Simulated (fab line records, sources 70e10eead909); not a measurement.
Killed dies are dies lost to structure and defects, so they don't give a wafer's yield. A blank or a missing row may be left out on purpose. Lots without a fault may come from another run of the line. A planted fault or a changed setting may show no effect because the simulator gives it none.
A struck lot beside a sound one | flow nand_harc | 15 steps out of a route of 1302
Sound: wafers L702.4, L702.5, L702.6. Struck: wafer L708.5. (L708.2, L708.6 of the same lot were not struck and are left out.) The cause comes at the end.
At each step with rows: each side's tool, then ch and its chambers, then its first start. Under that, the readings that differ: sound wafers | struck wafers | difference of the means | sigmas: that difference in standard deviations of wafers without a fault.
alike: readings whose means differ by less than 2 such deviations, and words and numbers that are the same on both sides. not compared: withheld readings, readings that some wafer has no value for, bounds like >300 that may hide the same value, and numbers for which the record gives no deviation and whose values overlap.
The two part at a step that has a row with sigmas, a row that says differs or no value, or rows on one side only. Numbers that don't overlap but have no deviation are shown without sigmas and don't part them. A reading that every wafer of one side lacks parts them only if that side has two wafers or more.

first, 9 steps without rows for these wafers: NHARC_THIN_TSV_PVD_24 (deposits Al, target thk 800 nm); NHARC_THIN_TSV_DEHYDRATE_25 (time 120 s); NHARC_THIN_TSV_HMDS_26 (time 30 s); NHARC_THIN_TSV_COAT_27; NHARC_THIN_TSV_SOFTBAKE_28 (time 95 s); NHARC_THIN_TSV_EBR_29; NHARC_THIN_TSV_EXPOSE_30 (exposes mask PAD); NHARC_THIN_TSV_PEB_31 (peb time 85 s); NHARC_THIN_TSV_DEVELOP_32 (time 70 s).
NHARC_THIN_TSV_CD_MEAS_33: target cd 5000 nm.
  sound on cd_sem-03 ch 0, day 28 09:44; struck on cd_sem-01 ch 0, day 32 10:07
  alike: cd_nm
then, 1 step without rows for these wafers: NHARC_THIN_TSV_HARDBAKE_34 (time 80 s).
NHARC_THIN_TSV_DESCUM_35: chemistry O2, time 3 s.
  sound on rie_diel-01 ch 0,3, day 28 09:53; struck on rie_diel-09 ch 2, day 32 10:16
  reading                         | sound          | struck | difference | sigmas
  drypump_motor_current_A (A)     | 4.8 4.9 4.8    | 6.0    | +1.2       | +2
  showerhead_plenum_p_Torr (Torr) | 2.01 1.88 2.01 | 1.79   | -0.18      | -2
  alike: o2_flow_sccm, oes_product_au, rf_vpp_V, throttle_valve_pct
  not compared: rf_hours_counter_h
NHARC_THIN_TSV_ETCH_59: etches the open film in Cl2/BCl3, target depth 880 nm, time 138.1 s.
  sound on rie_metal-03 ch 0,1, day 28 10:05; struck on rie_metal-02 ch 0, day 32 10:28
  reading                     | sound             | struck | difference | sigmas
  drypump_motor_current_A (A) | 5.1 5.1 5.2       | 6.6    | +1.5       | +3
  oes_product_au (a.u.)       | 1.007 1.021 1.000 | 0.926  | -0.083     | -6
  alike: mfc_cl2_sccm, throttle_valve_pct
  not compared: rf_hours_counter_h
NHARC_THIN_TSV_ETCH_36: etches the open film in Cl2/BCl3, target depth 65 nm, time 18.571 s.
  sound on rie_metal-03 ch 0,1, day 28 10:18; struck on rie_metal-02 ch 0, day 32 10:44
  reading                     | sound       | struck | difference | sigmas
  drypump_motor_current_A (A) | 5.2 5.1 5.1 | 6.6    | +1.5       | +3
  alike: oes_product_au
  not compared: rf_hours_counter_h
NHARC_END_SORT_01:
  the record has rows for the struck wafers here (prober-02 ch 0, day 33 00:07) and none for the sound ones

WHERE THEY PART
First at NHARC_THIN_TSV_DESCUM_35; last, within this record, at NHARC_END_SORT_01.

WHY: what the simulator had put in
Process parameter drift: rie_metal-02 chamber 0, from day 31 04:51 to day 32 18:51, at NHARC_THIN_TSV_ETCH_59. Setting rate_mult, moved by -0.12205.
